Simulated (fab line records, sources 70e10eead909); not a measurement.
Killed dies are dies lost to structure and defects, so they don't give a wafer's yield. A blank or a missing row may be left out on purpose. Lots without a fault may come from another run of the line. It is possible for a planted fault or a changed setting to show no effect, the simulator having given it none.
Matching of chambers    flow nand_harc    NHARC_A_STAIRCASE_ETCH_292 on rie_diel-01 has 4 sister chambers
The step etches the open film in CF4/CHF3. 8 wafers are shown with their chamber, then 7 later ones without.

WAFERS, EACH WITH ITS CHAMBER
wafer   chamber  showerhead_plenum_p_Torr (Torr)  drypump_motor_current_A (A)
L076.2  1        1.64                             5.9
L080.2  1        1.63                             5.9
L080.4  3        1.47                             5.0
L083.1  3        1.47                             5.0
L089.2  2        1.49                             5.4
L089.5  0        1.51                             5.6
L093.1  0        1.51                             5.5
L093.4  2        1.49                             5.4

WAFERS WITH NO CHAMBER GIVEN
wafer   showerhead_plenum_p_Torr (Torr)  drypump_motor_current_A (A)
L093.5  1.70                             5.1
L091.1  1.49                             5.4
L091.2  1.51                             5.6
L091.3  1.63                             5.9
L095.2  1.69                             5.0
L095.5  1.51                             5.6
L095.6  1.63                             6.0

WHICH CHAMBER EACH WENT THROUGH
wafer    from the rows above   in truth
L093.5   1                     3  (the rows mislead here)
L091.1   2                     2
L091.2   0                     0
L091.3   1                     1
L095.2   1                     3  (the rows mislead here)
L095.5   0                     0
L095.6   1                     1
Placed correctly: 5 of 7. Can't be placed from these rows: 0. Placed wrongly: 2.
How it was worked out, from the rows above alone: a wafer's distance from a chamber is the root of the sum, over the readings, of the square of ((its reading less the chamber's mean) divided by the reading's scatter). The wafer belongs to the nearest chamber; if the next one is less than 2 further off, it can't be placed. A chamber's mean is the mean of its shown wafers. How the scatter is found: for the shown wafers, subtract from each reading the mean of its chamber, square and add these, divide the total by (wafers less chambers), then take the root.
